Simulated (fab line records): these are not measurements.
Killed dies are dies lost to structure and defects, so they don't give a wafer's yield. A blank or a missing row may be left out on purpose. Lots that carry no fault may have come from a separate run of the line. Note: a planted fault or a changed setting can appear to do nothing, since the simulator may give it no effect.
fab line records ; flow n5Finfet
[record] lots = 11; wafers = 33; lastDay = 17
route steps=1938 shown MOL_CONTACT_COAG@586 PASSIVATION@1936
lots with no fault: from the same line, run without faults
startH: the number of hours between the record's first day and the start of the first shown wafer of the lot ; waitH: hours since the lot's step before ; " as in the row above ; L1.1+2: several wafers, shown together as one row ; - no value present, or no start provided ; * or withheld: withheld ; < > ~ a bound
route shown NAME@n: a module of which the file shows steps, and the number in the route of the first ; usual: mean/standard deviation of fault-free wafers ; same: alike in all rows ; chamber/n: place in a boat ; sites: the reading at each site ; _std_site: the standard deviation of these ; _edge_site: the outer-site mean with the inner-site mean subtracted ; radiusMm: how far each site lies from the wafer's centre ; mask NAME#n: copy n ; behind: tool/chamber where the wafer was last shaped ; hold: why the lot was held/for how many hours/how that ended ; device: transistor that didn't switch, given as n, p or np ; end of line: tests run on the same wafers once the route is complete ; step lacking rows: just its recipe ; killed: the dies lost at the first sort to structure and to defects; this is not the yield of the wafer ; map: a wafer's dies, x killed, . not, _ none there
set.NAME: the run value of the setting; set.NAME@STEP: its run value at that earlier step ; model.NAME: the simulator's own value behind a step, which no gauge read
route steps across a sampled set of lots; one table per step, one row per wafer
services: from which hour (startH, from the record's first day; less than 0 if before it) a tool's chamber was out of use, for how many hours, and why
[[steps]]
[step N5_MOL_CONTACT_COAG_VIA_ETCH_46]
[recipe] chemistry = C4F6/O2; targetDepthA = 460; overetchA = 92; maskMaterial = SOC; target = SiO2; biasW = 455; pressureMtorr = 10; timeS = 40; sourceW = 325; Ar_flow_sccm = 300; C4F6_flow_sccm = 10; O2_flow_sccm = 10; ionEnergyEv = 575.3; ends = endPoint
[usual] biasW = 454.9/1.2; drypumpMotorCurrentA = 5.9/0.35; oesProductAu = 0.69/0.061; rfVppV = 1592/19; showerheadPlenumPTorr = 2.88/0.079; throttleValvePct = 40.87/0.21
lot.wafer;tool;chamber;startH;waitH;biasW;drypumpMotorCurrentA;oesProductAu;rfHoursCounterH;rfVppV;showerheadPlenumPTorr;throttleValvePct
L794.2;rieDiel-05;0;129.30;0.0;453.4;5.6;0.80;22;1581;3.03;40.71
L794.4;rieDiel-05;2;129.30;0.0;452.6;5.5;0.80;35;1620;2.88;40.64
L794.5;rieDiel-05;3;129.30;0.0;455.7;5.8;0.77;-;1561;2.78;40.98
L795.1;rieDiel-05;0;132.47;0.0;453.4;5.6;0.78;23;1583;3.03;40.70
L795.4;rieDiel-05;2;132.47;0.0;454.9;5.5;0.78;36;1620;2.88;40.64
L795.6;rieDiel-05;0;132.47;0.0;453.5;5.6;0.80;-;1584;3.03;40.70
L796.3;rieDiel-04;2;141.53;0.0;454.5;6.1;0.68;149;1592;2.83;41.11
L796.4;rieDiel-04;3;141.53;0.0;455.9;6.3;0.67;164;1582;2.83;41.08
L796.5;rieDiel-04;3;141.53;0.0;454.4;6.3;0.68;-;1583;2.83;41.08
L797.2;rieDiel-04;0;149.29;0.0;453.6;6.3;0.64;218;1607;2.92;40.84
L797.3;rieDiel-04;1;149.29;0.0;456.3;6.4;0.61;236;1577;2.92;40.85
L797.6;rieDiel-04;2;149.29;0.0;453.8;6.1;0.68;-;1591;2.82;41.14
L798.3;rieDiel-03;0;157.17;0.0;453.9;5.7;0.62;224;1612;2.92;41.14
L798.4;rieDiel-03;2;157.17;0.0;455.3;5.8;0.80;41;1598;3.00;40.46
L798.5;rieDiel-03;1;157.17;0.0;455.5;5.4;0.67;-;1562;2.72;40.42
L800.2;rieDiel-04;3;165.58;0.0;456.2;6.3;0.68;172;1583;2.83;41.10
L800.4;rieDiel-04;0;165.58;0.0;454.1;6.3;0.64;223;1606;2.91;40.84
L800.5;rieDiel-04;2;165.58;0.0;456.1;6.1;0.68;-;1589;2.82;41.15
L801.1;rieDiel-05;3;168.94;0.0;453.8;5.8;0.76;49;1559;2.77;41.00
L801.2;rieDiel-05;1;168.94;0.0;453.8;5.5;0.63;182;1616;2.93;40.81
L801.6;rieDiel-05;1;168.94;0.0;453.6;5.5;0.64;-;1615;2.93;40.82
L803.1;rieDiel-04;0;187.42;0.0;454.7;6.2;0.64;230;1606;2.91;40.84
L803.4;rieDiel-04;2;187.42;0.0;452.9;6.1;0.68;165;1593;2.82;41.15
L803.5;rieDiel-04;3;187.42;0.0;453.6;6.2;0.67;-;1583;2.82;41.12
L807.1;rieDiel-05;1;208.02;0.0;454.1;5.5;0.62;195;1614;2.93;40.81
L807.2;rieDiel-05;2;208.02;0.0;456.7;5.5;0.74;62;1620;2.87;40.65
L807.3;rieDiel-05;0;208.02;0.0;454.0;5.7;0.75;47;1580;3.02;40.72
L808.3;rieDiel-04;3;211.86;0.0;455.0;6.2;0.66;190;1581;2.82;41.12
L808.4;rieDiel-04;2;211.86;0.0;456.6;6.0;0.67;-;1590;2.81;41.16
L808.6;rieDiel-04;0;211.86;0.0;454.0;6.3;0.63;-;1609;2.91;40.87
L809.1;rieDiel-05;3;219.64;0.0;453.7;5.9;0.73;67;1559;2.77;41.01
L809.4;rieDiel-05;2;219.64;0.0;453.3;5.5;0.74;-;1619;2.87;40.64
L809.6;rieDiel-05;1;219.64;0.0;454.1;5.5;0.62;-;1615;2.92;40.82
[step N5_MOL_CONTACT_COAG_OVL_MEAS_41]
[recipe] pointsPerWafer = 522
[usual] VD_OVL = 0.4/0.6
lot.wafer;tool;chamber;startH;waitH;VD_OVL[nm]
L794.2;overlay-01;0;130.12;0.0;0.9
L794.4;overlay-01;0;130.12;0.0;0.3
L794.5;overlay-01;0;130.12;0.0;1.1
L795.1;overlay-02;0;133.17;0.0;-1.0
L795.4;overlay-02;0;133.17;0.0;0.5
L795.6;overlay-02;0;133.17;0.0;0.1
L796.3;overlay-02;0;142.23;0.0;0.4
L796.4;overlay-02;0;142.23;0.0;0.6
L796.5;overlay-02;0;142.23;0.0;2.0
L797.2;overlay-01;0;149.98;0.0;0.0
L797.3;overlay-01;0;149.98;0.0;0.9
L797.6;overlay-01;0;149.98;0.0;0.9
L798.3;overlay-01;0;157.86;0.0;1.7
L798.4;overlay-01;0;157.86;0.0;0.4
L798.5;overlay-01;0;157.86;0.0;1.2
L800.2;overlay-02;0;166.40;0.0;-0.5
L800.4;overlay-02;0;166.40;0.0;0.2
L800.5;overlay-02;0;166.40;0.0;0.0
L801.1;overlay-02;0;169.63;0.0;0.1
L801.2;overlay-02;0;169.63;0.0;0.3
L801.6;overlay-02;0;169.63;0.0;0.0
L803.1;overlay-02;0;188.25;0.0;-0.7
L803.4;overlay-02;0;188.25;0.0;1.0
L803.5;overlay-02;0;188.25;0.0;-0.4
L807.1;overlay-02;0;208.82;0.0;-0.3
L807.2;overlay-02;0;208.82;0.0;0.7
L807.3;overlay-02;0;208.82;0.0;0.0
L808.3;overlay-02;0;212.68;0.0;0.7
L808.4;overlay-02;0;212.68;0.0;-0.6
L808.6;overlay-02;0;212.68;0.0;0.0
L809.1;overlay-01;0;220.32;0.0;0.1
L809.4;overlay-01;0;220.32;0.0;-0.2
L809.6;overlay-01;0;220.32;0.0;0.0
[step N5_MOL_CONTACT_COAG_ETCH_66]
[recipe] chemistry = CF4; target = SiARC; targetDepthA = 130; maskMaterial = CAR-EUV; timeS = 21.7; ionEnergyEv = 80; pressureMtorr = 40; sourceW = 545; biasW = 36; Ar_flow_sccm = 100; cf4FlowSccm = 100; ends = cleared
[usual] biasW = 36.00/0.1; drypumpMotorCurrentA = 5.9/0.35; etchRfOnTimeS = 21.6/0.31; oesProductAu = 0.66/0.069; rfVppV = 184.4/1.1; showerheadPlenumPTorr = 2.17/0.063; throttleValvePct = 15.67/0.3
lot.wafer;tool;chamber;startH;waitH;biasW;drypumpMotorCurrentA;etchRfOnTimeS;oesProductAu;rfHoursCounterH;rfVppV;showerheadPlenumPTorr;throttleValvePct
L794.2;rieDiel-04;3;130.26;0.0;36.03;6.2;21.1;0.66;160;183.5;2.14;15.90
L794.4;rieDiel-04;1;130.26;0.0;36.15;6.4;21.2;0.60;-;184.1;2.21;15.94
L794.5;rieDiel-04;3;130.26;0.0;35.99;6.2;21.1;0.67;-;185.4;2.14;15.90
L795.1;rieDiel-03;1;133.32;0.0;36.05;5.4;21.3;0.65;150;184.1;2.05;15.19
L795.4;rieDiel-03;2;133.32;0.0;36.14;5.8;21.4;0.78;-;185.5;2.26;15.24
L795.6;rieDiel-03;1;133.32;0.0;36.07;5.4;21.4;0.65;-;183.9;2.05;15.19
L796.3;rieDiel-05;1;142.37;0.0;35.88;5.5;21.8;0.61;173;184.8;2.22;15.71
L796.4;rieDiel-05;3;142.37;0.0;35.97;5.8;21.0;0.75;41;183.6;2.10;15.44
L796.5;rieDiel-05;3;142.37;0.0;35.85;5.8;21.0;0.74;-;183.8;2.09;15.44
L797.2;rieDiel-05;1;150.12;0.0;35.99;5.5;22.0;0.61;176;185.7;2.22;15.69
L797.3;rieDiel-05;0;150.12;0.0;35.89;5.7;21.6;0.75;29;185.6;2.27;15.27
L797.6;rieDiel-05;1;150.12;0.0;36.00;5.5;22.2;0.60;-;184.6;2.21;15.70
L798.3;rieDiel-04;2;158.00;0.0;35.97;6.0;22.0;0.65;155;184.2;2.14;15.96
L798.4;rieDiel-04;1;158.00;0.0;35.96;6.4;21.7;0.59;238;184.1;2.20;15.99
L798.5;rieDiel-04;3;158.00;0.0;35.88;6.2;21.3;0.66;-;185.1;2.14;15.92
L800.2;rieDiel-04;3;166.54;0.0;36.21;6.3;21.6;0.64;172;184.5;2.14;15.92
L800.4;rieDiel-04;1;166.54;0.0;36.19;6.5;22.0;0.58;240;185.3;2.20;15.96
L800.5;rieDiel-04;1;166.54;0.0;36.01;6.4;22.0;0.58;-;184.2;2.20;15.96
L801.1;rieDiel-04;3;170.04;0.0;35.90;6.3;21.4;0.65;175;183.3;2.14;15.90
L801.2;rieDiel-04;0;170.04;0.0;35.94;6.3;21.7;0.61;224;185.9;2.20;15.73
L801.6;rieDiel-04;1;170.04;0.0;35.90;6.5;21.6;0.59;-;185.0;2.20;15.98
L803.1;rieDiel-04;2;188.49;0.0;36.01;6.1;21.7;0.64;165;184.4;2.13;15.97
L803.4;rieDiel-04;1;188.49;0.0;36.01;6.5;21.5;0.58;247;184.7;2.20;15.98
L803.5;rieDiel-04;3;188.49;0.0;35.89;6.2;21.2;0.64;-;183.5;2.14;15.92
L807.1;rieDiel-03;1;208.97;0.0;35.75;5.4;21.4;0.63;176;182.5;2.05;15.25
L807.2;rieDiel-03;0;208.97;0.0;36.06;5.7;21.9;0.57;242;183.8;2.19;15.93
L807.3;rieDiel-03;2;208.97;0.0;35.96;5.8;21.5;0.74;57;186.0;2.26;15.30
L808.3;rieDiel-03;0;212.81;0.0;35.86;5.7;21.9;0.57;243;184.6;2.19;15.93
L808.4;rieDiel-03;3;212.81;0.0;35.80;5.5;22.0;0.61;190;183.4;2.13;15.96
L808.6;rieDiel-03;1;212.81;0.0;36.01;5.4;21.3;0.63;-;182.4;2.05;15.23
L809.1;rieDiel-05;1;220.47;0.0;36.04;5.5;22.0;0.59;200;184.4;2.21;15.76
L809.4;rieDiel-05;2;220.47;0.0;36.14;5.5;21.6;0.71;-;184.9;2.16;15.51
L809.6;rieDiel-05;3;220.47;0.0;35.97;5.8;21.2;0.71;-;180.7;2.09;15.49
[step N5_MOL_CONTACT_COAG_ETCHBACK_136]
[recipe] chemistry = CHF3; target = SiO2; targetDepthA = 250; timeS = 16.7; ionEnergyEv = 200; pressureMtorr = 30; sourceW = 610; biasW = 170; Ar_flow_sccm = 200; CHF3_flow_sccm = 50
[usual] CHF3_flow_sccm = 49.98/0.14; biasW = 170.0/0.53; drypumpMotorCurrentA = 5.8/0.34; oesProductAu = 0.78/0.079; rfVppV = 525/6.7; showerheadPlenumPTorr = 2.41/0.073; throttleValvePct = 18.74/0.27
lot.wafer;tool;chamber;startH;waitH;CHF3_flow_sccm;biasW;drypumpMotorCurrentA;oesProductAu;rfHoursCounterH;rfVppV;showerheadPlenumPTorr;throttleValvePct
L794.2;rieDiel-05;2;130.95;0.0;50.08;169.3;5.5;0.88;36;536;2.42;18.56
L794.4;rieDiel-05;0;130.95;0.0;49.92;170.3;5.7;0.89;22;521;2.54;18.41
L794.5;rieDiel-05;3;130.95;0.0;49.98;170.1;5.8;0.87;-;516;2.33;18.61
L795.1;rieDiel-04;3;133.70;0.0;50.02;170.0;6.2;0.77;162;524;2.37;18.97
L795.4;rieDiel-04;0;133.70;0.0;49.91;169.4;6.2;0.72;212;533;2.45;18.77
L795.6;rieDiel-04;2;133.70;0.0;50.03;170.6;6.0;0.76;-;526;2.37;19.04
L796.3;rieDiel-05;2;142.81;0.0;50.08;169.2;5.5;0.87;40;536;2.41;18.57
L796.4;rieDiel-05;0;142.81;0.0;50.00;169.6;5.6;0.88;26;523;2.53;18.41
L796.5;rieDiel-05;2;142.81;0.0;50.20;170.7;5.5;0.86;-;535;2.41;18.57
L797.2;rieDiel-05;2;150.50;0.0;49.82;170.0;5.5;0.87;43;536;2.41;18.58
L797.3;rieDiel-05;0;150.50;0.0;50.31;170.3;5.7;0.89;29;522;2.53;18.42
L797.6;rieDiel-05;2;150.50;0.0;49.87;170.4;5.5;0.88;-;535;2.41;18.58
L798.3;rieDiel-04;0;159.14;0.0;49.94;170.4;6.3;0.72;220;532;2.44;18.76
L798.4;rieDiel-04;1;159.14;0.0;50.06;170.6;6.4;0.68;238;519;2.45;19.03
L798.5;rieDiel-04;0;159.14;0.0;50.06;169.9;6.3;0.71;-;530;2.44;18.79
L800.2;rieDiel-05;3;166.92;0.0;49.93;169.7;5.8;0.85;49;516;2.33;18.61
L800.4;rieDiel-05;2;166.92;0.0;50.13;170.5;5.5;0.87;47;536;2.41;18.59
L800.5;rieDiel-05;2;166.92;0.0;50.03;171.1;5.5;0.87;-;535;2.41;18.58
L801.1;rieDiel-05;3;171.14;0.0;50.13;169.9;5.8;0.85;51;515;2.33;18.61
L801.2;rieDiel-05;0;171.14;0.0;49.97;171.0;5.6;0.86;36;522;2.53;18.41
L801.6;rieDiel-05;3;171.14;0.0;49.95;169.8;5.8;0.85;-;516;2.33;18.62
L803.1;rieDiel-04;1;189.34;0.0;50.03;169.9;6.5;0.68;247;520;2.44;19.05
L803.4;rieDiel-04;3;189.34;0.0;50.02;170.2;6.3;0.76;181;522;2.37;19.00
L803.5;rieDiel-04;2;189.34;0.0;50.02;168.9;6.0;0.74;-;526;2.36;19.08
L807.1;rieDiel-04;0;209.35;0.0;-;-;-;-;-;-;-;-
L807.2;rieDiel-04;2;209.35;0.0;-;-;-;-;-;-;-;-
L807.3;rieDiel-04;3;209.35;0.0;-;-;-;-;-;-;-;-
L808.3;rieDiel-05;1;213.20;0.0;-;-;-;-;-;-;-;-
L808.4;rieDiel-05;0;213.20;0.0;-;-;-;-;-;-;-;-
L808.6;rieDiel-05;3;213.20;0.0;-;-;-;-;-;-;-;-
L809.1;rieDiel-03;2;220.85;0.0;-;-;-;-;-;-;-;-
L809.4;rieDiel-03;3;220.85;0.0;-;-;-;-;-;-;-;-
L809.6;rieDiel-03;2;220.85;0.0;-;-;-;-;-;-;-;-
[step N5_PASSIVATION_PROBE_49]
[usual] killed_at_M0_to_M3 = 35/11; killed_at_M4_up = 14/5.4; killedAtContacts = 12/6.2; killedAtFrontEnd = 38/11; killedAtOther = 4.1/2.8; killedDies = 103/17; killedOpen = 66/13; killedShort = 34/8.2
[same] grossDies = 1180; killedAtBackSide = 0
lot.wafer;tool;chamber;startH;waitH;killed_at_M0_to_M3;killed_at_M4_up;killedAtContacts;killedAtFrontEnd;killedAtOther;killedDies;killedOpen;killedShort
L807.3;prober-02;-;386.92;0.1;42;11;3;33;9;98;65;29
L809.4;prober-01;-;410.57;0.2;75;8;21;50;2;156;93;59
L808.3;prober-02;-;411.05;0.1;33;14;14;55;1;117;80;34
L808.4;prober-02;-;411.10;0.2;25;11;15;71;1;123;86;34
L808.6;prober-02;-;411.20;0.3;62;9;12;48;0;131;91;37
// killed by level:class
L807.3 BEOL_M2:geometricParticle:open=15 BEOL_M0_SAQP:geometricParticle:short=9 BEOL_M0_SAQP:geometricParticle:open=8 STI_FIN_REVEAL:geometricParticle:open=7 GATE_CUT:geometricParticle:short=5 STARTING-WAFER:geometricParticle:open=5 FIN_SAQP:geometricParticle:short=4 BEOL_M3:geometricParticle:open=4
L809.4 BEOL_M0_SAQP:geometricParticle:open=25 BEOL_M0_SAQP:geometricParticle:short=24 MOL_CONTACT_COAG:geometricParticle:open=12 FIN_SAQP:geometricParticle:open=10 STI_FIN_REVEAL:geometricParticle:open=8 BEOL_M3:geometricParticle:open=8 DUMMY_GATE:geometricParticle:open=7 FIN_SAQP:geometricParticle:short=6
L808.3 FIN_SAQP:geometricParticle:open=19 STI_FIN_REVEAL:geometricParticle:open=13 MOL_CONTACT_COAG:geometricParticle:open=10 BEOL_M1:geometricParticle:open=8 FIN_SAQP:geometricParticle:short=6 BEOL_M3:geometricParticle:open=6 STI_FIN_REVEAL:geometricParticle:short=5 BEOL_M3:geometricParticle:short=5
L808.4 FIN_SAQP:geometricParticle:open=23 STI_FIN_REVEAL:geometricParticle:open=15 MOL_CONTACT_COAG:geometricParticle:open=13 FIN_SAQP:geometricParticle:short=10 BEOL_M3:geometricParticle:open=9 STI_FIN_REVEAL:geometricParticle:short=6 DUMMY_GATE:geometricParticle:open=4 BEOL_M4:geometricParticle:open=4
L808.6 FIN_SAQP:geometricParticle:open=26 BEOL_M0_SAQP:geometricParticle:short=16 BEOL_M1:geometricParticle:open=15 BEOL_M0_SAQP:geometricParticle:open=11 BEOL_M3:geometricParticle:open=10 MOL_CONTACT_COAG:geometricParticle:open=9 FIN_SAQP:geometricParticle:short=6 STI_FIN_REVEAL:geometricParticle:open=3
[[services]]
tool;chamber;startH;hours;kind
rieDiel-03;-;112.50;2.8;repair
rieDiel-04;2;116.92;6.0;repair
rieDiel-04;1;198.07;-;clean
rieDiel-04;1;198.07;-;consumableReplace:focusRing
rieDiel-04;1;198.07;16.8;scheduledDown
rieDiel-04;1;198.07;16.8;ventCycle
rieDiel-05;0;219.57;8.4;repair
[[key]]
[firstSign] step = N5_MOL_CONTACT_COAG_ETCHBACK_136; reading = toolRecord; direction = missing
effect none on later readings
metAt N5_MOL_CONTACT_COAG_ETCHBACK_136
struckLots L807,L808,L809
testerLeftOut L807,L808,L809
notActingAt N5_MOL_CONTACT_COAG_VIA_ETCH_46,N5_MOL_CONTACT_COAG_OVL_MEAS_41,N5_MOL_CONTACT_COAG_ETCH_66
onsetBetween 189.34 209.35
[fault] kind = skippedStepWhole; tool = rieDiel-03,rieDiel-04,rieDiel-05; chamber = -; onsetH = 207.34; steps = N5_MOL_CONTACT_COAG_ETCHBACK_136; scope = struckLotsOnly
// testerLeftOut: of these lots the tester's yield and bins aren't shown, on N5 and GAA mostly nor the transistor test; their killed dies are dies lost to structure and defects alone, not to doping, threshold or leakage, so they don't give the yield
